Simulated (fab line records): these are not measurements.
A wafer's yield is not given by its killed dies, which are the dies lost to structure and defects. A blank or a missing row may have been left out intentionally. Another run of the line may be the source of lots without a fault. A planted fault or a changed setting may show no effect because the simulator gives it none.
Matching of chambers / flow nand_harc / NHARC_P_GATE_ETCH_32 on rie_si-05: 4 sister chambers
The step etches the open film in HBr/Cl2, target depth 150 nm, time 100.1 s. 8 wafers are shown with their chamber, then 11 later ones without.

## WAFERS, EACH WITH ITS CHAMBER
wafer=L078.4; chamber=3; drypump_motor_current_A (A)=5.6; oes_product_au (a.u.)=0.994
wafer=L083.4; chamber=1; drypump_motor_current_A (A)=5.6; oes_product_au (a.u.)=1.001
wafer=L086.5; chamber=0; drypump_motor_current_A (A)=6.4; oes_product_au (a.u.)=1.014
wafer=L086.6; chamber=1; drypump_motor_current_A (A)=5.6; oes_product_au (a.u.)=1.000
wafer=L087.3; chamber=0; drypump_motor_current_A (A)=6.4; oes_product_au (a.u.)=1.013
wafer=L087.4; chamber=2; drypump_motor_current_A (A)=5.6; oes_product_au (a.u.)=0.990
wafer=L087.6; chamber=2; drypump_motor_current_A (A)=5.6; oes_product_au (a.u.)=0.991
wafer=L090.4; chamber=3; drypump_motor_current_A (A)=5.7; oes_product_au (a.u.)=0.992

## WAFERS WHOSE CHAMBER IS MISSING
wafer=L090.5; drypump_motor_current_A (A)=5.6; oes_product_au (a.u.)=0.986
wafer=L090.6; drypump_motor_current_A (A)=5.7; oes_product_au (a.u.)=0.983
wafer=L093.1; drypump_motor_current_A (A)=5.6; oes_product_au (a.u.)=0.998
wafer=L093.5; drypump_motor_current_A (A)=6.4; oes_product_au (a.u.)=1.000
wafer=L093.6; drypump_motor_current_A (A)=5.6; oes_product_au (a.u.)=0.992
wafer=L094.1; drypump_motor_current_A (A)=5.6; oes_product_au (a.u.)=0.989
wafer=L094.3; drypump_motor_current_A (A)=5.6; oes_product_au (a.u.)=0.989
wafer=L094.6; drypump_motor_current_A (A)=5.6; oes_product_au (a.u.)=0.998
wafer=L096.2; drypump_motor_current_A (A)=6.4; oes_product_au (a.u.)=1.010
wafer=L096.4; drypump_motor_current_A (A)=5.7; oes_product_au (a.u.)=0.972
wafer=L096.5; drypump_motor_current_A (A)=5.6; oes_product_au (a.u.)=0.987

## CHAMBER TAKEN BY EACH
wafer=L090.5; from the rows above=2; in truth=2
wafer=L090.6; from the rows above=2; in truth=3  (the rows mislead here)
wafer=L093.1; from the rows above=1; in truth=1
wafer=L093.5; from the rows above=0; in truth=0
wafer=L093.6; from the rows above=can't be placed: 2 or 3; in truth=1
wafer=L094.1; from the rows above=2; in truth=2
wafer=L094.3; from the rows above=2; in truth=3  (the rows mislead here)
wafer=L094.6; from the rows above=1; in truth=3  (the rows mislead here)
wafer=L096.2; from the rows above=0; in truth=0
wafer=L096.4; from the rows above=2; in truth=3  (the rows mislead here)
wafer=L096.5; from the rows above=2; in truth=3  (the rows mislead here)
Correct placement for 5 of the 11. Can't be placed from these rows: 1 (the true chamber is among the candidates in 0). Number placed wrongly: 5.
How it was worked out, from the rows above alone: a wafer's distance from a chamber is the root of the sum, over the readings, of the square of ((its reading less the chamber's mean) divided by the reading's scatter). The wafer belongs to the nearest chamber; if the next one is less than 2 further off, it can't be placed. A chamber's mean is the mean of its shown wafers. The scatter: the root of (the sum of the squares of (reading less its chamber's mean) over the shown wafers, divided by (wafers less chambers)).
